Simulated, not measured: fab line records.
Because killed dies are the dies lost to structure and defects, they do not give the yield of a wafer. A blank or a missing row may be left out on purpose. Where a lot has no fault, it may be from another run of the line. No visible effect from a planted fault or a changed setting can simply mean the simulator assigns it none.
Comparing a struck lot with a sound one | flow n5-finfet | 16 steps out of a route of 1938
Sound: wafers L381.1, L381.3, L381.6. Struck: wafer L387.5 (left out: L387.3, a lot-mate that was not struck); the cause follows at the end.
For every step that has rows: the tool of each side, followed by ch and its chambers, followed by its first start. Under that, the readings that differ: sound wafers | struck wafers | difference of the means | sigmas: that difference in standard deviations of wafers without a fault.
alike: readings whose means differ by less than 2 such deviations, and words and numbers that are the same on both sides. not compared: withheld readings, readings that some wafer has no value for, bounds like >300 that may hide the same value, and numbers for which the record gives no deviation and whose values overlap.
A row with sigmas, a row that says differs or no value, or rows on one side alone: a step with any of these is where the two part. Numbers that have no deviation but don't overlap get no sigmas and don't part them. Lack of a reading on every wafer of one side parts them only where that side has two or more wafers.

N5_BEOL_M4_SPUTTER_92: material Cu, target thk 4.5 nm, time 8.29 s.
  struck on pvd-sputter-03, day 11 18:57; sound on pvd-sputter-02, day 10 12:52
  alike: susceptor-temp-C, throttle-valve-pct
then, 2 steps without rows for these wafers: N5_BEOL_M4_ANNEAL_93 (time 240 s); N5_BEOL_M4_SPUTTER_94 (material Cu, target thk 4.5 nm, time 8.29 s).
N5_BEOL_M4_ANNEAL_95: time 240 s.
  struck on pvd-sputter-03, day 11 19:15; sound on pvd-sputter-02, day 10 13:10
  alike: heater-power-w, susceptor-temp-C
N5_BEOL_M4_SPUTTER_96: material Cu, target thk 4.5 nm, time 8.29 s.
  struck on pvd-sputter-03, day 11 19:23; sound on pvd-sputter-02, day 10 13:19
  alike: susceptor-temp-C, throttle-valve-pct
then, 1 step without rows for these wafers: N5_BEOL_M4_ECD_50 (material Cu, target thk 300 nm).
N5_BEOL_M4_ANNEAL_51: time 90 s.
  sound on rtp-anneal-01 ch 0, day 10 13:31; struck on rtp-anneal-01 ch 0, day 11 19:41
  alike: wafer_temp_C_max
N5_BEOL_M4_CMP_52: polishes, stops on SiOC, t overpolish 6.8 s, target thk 40 nm.
  sound on cmp-01 ch 1,2, day 10 13:48; struck on cmp-02 ch 0, day 11 19:56
  alike: barrier-field-endpoint-s, motor-current-A, overpolish-run-s, time-to-endpoint-s
N5_BEOL_M4_THK_MEAS_53: measures by xrf.
  struck on film-metro-02, day 11 20:11; sound on film-metro-02, day 10 14:06
  alike: M4_THK
then, 3 steps without rows for these wafers: N5_BEOL_M4_PRE_CLEAN_60 (time 15 s); N5_BEOL_M4_CO_CAP_55 (material Co, precursor CCTBA/H2, target thk 2 nm, time 102.1 s); N5_BEOL_M4_PRE_CLEAN_56 (time 15 s).
N5_BEOL_M4_DEP_57: deposits SiCN from 3MS/NH3, target thk 8 nm, time 14 s.
  sound on pecvd-02 ch 0,1,2, day 10 14:17; struck on pecvd-02 ch 1, day 11 20:32
  reading                                  | sound       | struck | difference | sigmas
  model.SiCN_of_BEOL_M4_DEP_57.thk-nm (nm) | 7.8 7.8 7.8 | 7.4    | -0.4       |
  alike: chamber-pressure-Torr, showerhead-plenum-p-Torr, throttle-valve-pct
N5_BEOL_M4_RS_MEAS_58: a four-point-probe measurement.
  struck on film-metro-01, day 11 20:36; sound on film-metro-02, day 10 14:22
  alike: M4_RS
N5_BEOL_M4_RC_MEAS_101:
  sound on prober-01 ch 0, day 10 14:25; struck on prober-02 ch 0, day 11 20:58
  reading       | sound          | struck | difference | sigmas
  DIBL_N (mV/V) | 36.5 30.1 33.4 | 38.2   | +4.9       | +2
  SS_N (mV/dec) | 71.6 69.9 71.1 | 72.4   | +1.5       | +2
  alike: DIBL_P, IOFF_N, IOFF_P, ION_N, ION_P, SS_P, VT_N, VT_P
next, for these wafers, 1 step has no rows: N5_PASSIVATION_PROBE_49.

## WHERE THEY PART
At N5_BEOL_M4_RC_MEAS_101 and nowhere else, as far as this record goes.

WHY: the cause the simulator had injected
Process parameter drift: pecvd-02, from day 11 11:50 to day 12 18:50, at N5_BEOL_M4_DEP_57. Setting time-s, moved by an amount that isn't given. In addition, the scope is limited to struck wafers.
